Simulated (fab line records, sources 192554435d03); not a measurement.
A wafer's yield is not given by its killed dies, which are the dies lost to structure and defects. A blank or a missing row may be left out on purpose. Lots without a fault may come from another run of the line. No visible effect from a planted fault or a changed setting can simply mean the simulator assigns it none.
A struck lot beside a sound one || flow n5 finfet || 14 out of 1938 route steps
Sound: wafers L339.2, L339.4, L339.5. Struck: wafers L340.1, L340.5. (L340.2 of the same lot was not struck and is left out.) The cause comes at the end.
Order at every step that has rows: each side's tool, ch and its chambers, its first start. Under that, the readings that differ: sound wafers || struck wafers || difference of the means || sigmas: that difference in standard deviations of wafers without a fault.
alike: words and numbers the same on both sides, and readings whose means are apart by under 2 such deviations; not compared: readings that were withheld, readings missing a value for some wafer, numbers with overlapping values and no deviation given by the record, and bounds like >300 which may hide the same value.
The two part at a step that has a row with sigmas, a row that says differs or no value, or rows on one side only. Numbers that don't overlap but have no deviation are shown without sigmas and don't part them. A reading that every wafer of one side lacks parts them only if that side has two wafers or more.

first, 4 steps without rows for these wafers: N5_BEOL_M8_SOFTBAKE_06 (time 60 s); N5_BEOL_M8_EXPOSE_08 (exposes mask M8); N5_BEOL_M8_PEB_09 (peb time 60 s); N5_BEOL_M8_DEVELOP_10 (develop time 30 s).
N5_BEOL_M8_CD_MEAS_11: target cd 38.5 nm.
  sound on cd sem-02 ch 0, day 10 23:19; struck on cd sem-01 ch 0, day 11 02:52
  alike: cd nm
N5_BEOL_M8_OVL_MEAS_12:
  sound on overlay-02 ch 0, day 10 23:21; struck on overlay-02 ch 0, day 11 02:53
{"reading": "M8_OVL (nm)", "sound": "0.7 0.7 1.2", "struck": "-0.7 -1.1", "difference": -1.8, "sigmas": -3}
N5_BEOL_M8_INSPECT_13: inspects for defects (brightfield).
  sound: defect inspect-01 at day 10 23:22; struck: defect inspect-01 at day 11 02:55
  alike: raw defect count
N5_BEOL_M8_DESCUM_16: chemistry O2, time 7.9 s.
  sound on rie diel-06 ch 0,1, day 10 23:25; struck on rie diel-05 ch 1,2, day 11 02:57
  alike: drypump motor current A, o2 flow sccm, oes product au, rf vpp V, showerhead plenum p Torr, throttle valve pct
  not compared: rf hours counter h
N5_BEOL_M8_ETCH_61: etches SiARC in CF4, target depth 45.5 nm, time 75.8 s.
  sound on rie diel-06 ch 0,1, day 10 23:27; struck on rie diel-05 ch 1,2, day 11 02:59
  alike: drypump motor current A, etch rf on time s, oes product au, rf vpp V, showerhead plenum p Torr, throttle valve pct
  not compared: rf hours counter h
N5_BEOL_M8_ETCH_62: etches SOC in N2/H2, target depth 110 nm, overetch 22 nm, time 165 s.
  sound on rie diel-06 ch 0,1, day 10 23:31; struck on rie diel-05 ch 1,2, day 11 03:02
  alike: drypump motor current A, n2 flow sccm, oes product au, rf vpp V, showerhead plenum p Torr, throttle valve pct
  not compared: rf hours counter h
then, 1 step without rows for these wafers: N5_BEOL_M8_STRIP_68 (strips in N2/H2).
N5_BEOL_M8_STRIP_67: strips in CF4.
  sound on rie diel-06 ch 0,1, day 10 23:39; struck on rie diel-05 ch 1,2, day 11 03:11
  alike: drypump motor current A, oes product au, rf vpp V, showerhead plenum p Torr, throttle valve pct
  not compared: rf hours counter h
N5_BEOL_M8_HM_OPEN_17: chemistry Cl2/BCl3, target TiN, target depth 20 nm, overetch 6 nm.
  sound on rie metal-01 ch 0,1, day 10 23:41; struck on rie metal-03 ch 0, day 11 03:13
{"reading": "model.SOC_of_BEOL_M8_COAT_59.thk nm (nm)", "sound": "92.2 91.8 92.4", "struck": "89.6 90", "difference": -2.3, "sigmas": ""}
  alike: drypump motor current A, oes product au, throttle valve pct
  not compared: rf hours counter h
N5_BEOL_M8_STRIP_19: strips in O2.
  sound on rie diel-05 ch 0,1,3, day 10 23:48; struck on rie diel-05 ch 1, day 11 03:20
  alike: drypump motor current A, o2 flow sccm, oes product au, rf vpp V, showerhead plenum p Torr, throttle valve pct
  not compared: rf hours counter h

WHERE THEY PART
Only at N5_BEOL_M8_OVL_MEAS_12, within this record. Later steps at which nothing parts them and some readings are alike: N5_BEOL_M8_INSPECT_13, N5_BEOL_M8_DESCUM_16, N5_BEOL_M8_ETCH_61, N5_BEOL_M8_ETCH_62, N5_BEOL_M8_STRIP_67, N5_BEOL_M8_HM_OPEN_17, N5_BEOL_M8_STRIP_19.

WHY: what the simulator had put in
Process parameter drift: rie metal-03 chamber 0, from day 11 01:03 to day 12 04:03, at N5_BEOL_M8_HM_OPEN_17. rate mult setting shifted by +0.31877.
